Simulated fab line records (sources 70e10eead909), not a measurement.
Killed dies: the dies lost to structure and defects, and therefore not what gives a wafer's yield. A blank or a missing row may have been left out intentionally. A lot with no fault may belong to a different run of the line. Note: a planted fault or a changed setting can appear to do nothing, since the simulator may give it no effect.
Matching of chambers ; flow nand-harc ; 4 sister chambers for NHARC_P_CONTACT_ETCH_35 on rie-diel-13
The step etches the open film in CF4, target depth 39 nm, time 65 s. 24 wafers are shown with their chamber, then 12 later ones without.

== WAFERS PAIRED WITH THEIR CHAMBERS ==
wafer;chamber;drypump-motor-current-A (A);showerhead-plenum-p-Torr (Torr);oes-product-au (a.u.)
L078.3;1;5.6;1.84;1.024
L078.5;1;5.6;1.85;1.029
L078.6;2;5.6;1.87;0.997
L081.2;3;6.3;1.88;0.994
L081.3;0;6.0;1.85;0.993
L081.5;2;5.6;1.87;0.978
L083.2;3;6.4;1.88;0.983
L083.5;3;6.4;1.88;0.997
L083.6;0;6.0;1.85;0.994
L085.2;2;5.6;1.87;0.974
L085.3;3;6.4;1.88;0.972
L085.6;2;5.6;1.87;0.970
L089.2;2;5.6;1.87;0.984
L089.3;1;5.7;1.84;1.032
L089.6;2;5.6;1.87;0.979
L090.1;1;5.6;1.84;1.033
L090.3;2;5.6;1.87;0.991
L090.5;3;6.3;1.88;0.989
L091.2;0;6.0;1.85;0.993
L091.3;1;5.7;1.84;1.022
L091.4;2;5.6;1.87;0.977
L092.1;1;5.7;1.84;1.020
L092.2;2;5.7;1.86;0.981
L092.4;0;6.0;1.85;0.996

SIGNATURES (means of the wafers above)
reading;chamber 0;chamber 1;chamber 2;chamber 3;scatter within a chamber
drypump-motor-current-A;6.000;5.650;5.611;6.360;0.0424
showerhead-plenum-p-Torr;1.8500;1.8417;1.8689;1.8800;0.00293
oes-product-au;0.99400;1.02667;0.98122;0.98700;0.00745
Rule: distance of a wafer from a chamber = root of the sum over the readings of ((wafer's reading minus chamber's mean) / reading's scatter) squared. The wafer belongs to the nearest chamber; if the next one is less than 2 further off, it can't be placed. How the scatter is found: for the shown wafers, subtract from each reading the mean of its chamber, square and add these, divide the total by (wafers less chambers), then take the root.

== WAFERS WITHOUT THEIR CHAMBER ==
wafer;drypump-motor-current-A (A);showerhead-plenum-p-Torr (Torr);oes-product-au (a.u.)
L094.1;5.7;1.84;1.026
L094.4;6.0;1.85;0.994
L094.6;6.0;1.85;0.997
L095.2;6.1;1.85;1.000
L095.3;6.4;1.88;0.986
L095.6;5.7;1.84;1.023
L097.2;5.6;1.86;0.962
L097.3;6.3;1.88;0.987
L097.5;5.6;1.87;0.963
L096.3;6.0;1.85;1.001
L096.4;5.6;1.86;0.961
L096.6;6.3;1.88;0.992

== THE CHAMBER EACH PASSED THROUGH ==
wafer;from the rows above;in truth
L094.1;1;1
L094.4;0;0
L094.6;0;0
L095.2;0;0
L095.3;3;3
L095.6;1;1
L097.2;2;2
L097.3;3;3
L097.5;2;2
L096.3;0;0
L096.4;2;2
L096.6;3;3
Correct placement for 12 of the 12. Not placeable from these rows: 0. Wrongly placed: 0.
